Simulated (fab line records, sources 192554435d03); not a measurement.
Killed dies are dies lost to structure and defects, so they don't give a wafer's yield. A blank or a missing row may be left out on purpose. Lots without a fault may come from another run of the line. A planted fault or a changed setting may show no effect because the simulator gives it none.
Chamber matching | flow n5_finfet | N5_BEOL_M0_ALD_136 on ald_metal-01: 4 sister chambers
The step deposits TaN, pulse time 2 s, purge time 3 s, co reactant purge time 2 s. 4 wafers are shown with their chamber, then 10 later ones without.

WAFERS WITH THEIR CHAMBER
wafer  | chamber | heater_power_w (W)
L081.2 | 3       | 399
L081.5 | 2       | 415
L083.1 | 1       | 517
L083.3 | 0       | 525

WAFERS WITHOUT THEIR CHAMBER
wafer  | heater_power_w (W)
L083.4 | 398
L084.2 | 515
L084.4 | 506
L084.6 | 410
L090.3 | 521
L090.4 | 407
L090.5 | 522
L093.2 | 422
L093.3 | 508
L093.4 | 519

WHICH CHAMBER EACH WENT THROUGH
wafer  | from the rows above     | in truth
L083.4 | 3                       | 3
L084.2 | can't be placed: 1 or 0 | 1
L084.4 | can't be placed: 1 or 0 | 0
L084.6 | can't be placed: 2 or 3 | 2
L090.3 | can't be placed: 0 or 1 | 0
L090.4 | can't be placed: 2 or 3 | 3
L090.5 | can't be placed: 0 or 1 | 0
L093.2 | 2                       | 2
L093.3 | can't be placed: 1 or 0 | 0
L093.4 | can't be placed: 1 or 0 | 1
Placed correctly: 2 of 10. Can't be placed from these rows: 8 (the true chamber is among the candidates in 8). Placed wrongly: 0.
How it was worked out, from the rows above alone: a wafer's distance from a chamber is the root of the sum, over the readings, of the square of ((its reading less the chamber's mean) divided by the reading's scatter). The wafer belongs to the nearest chamber; if the next one is less than 2 further off, it can't be placed. A chamber's mean is the mean of its shown wafers. The scatter: with one shown wafer a chamber, the root of the mean of the squares of how far each hidden wafer lies from its nearest shown one.
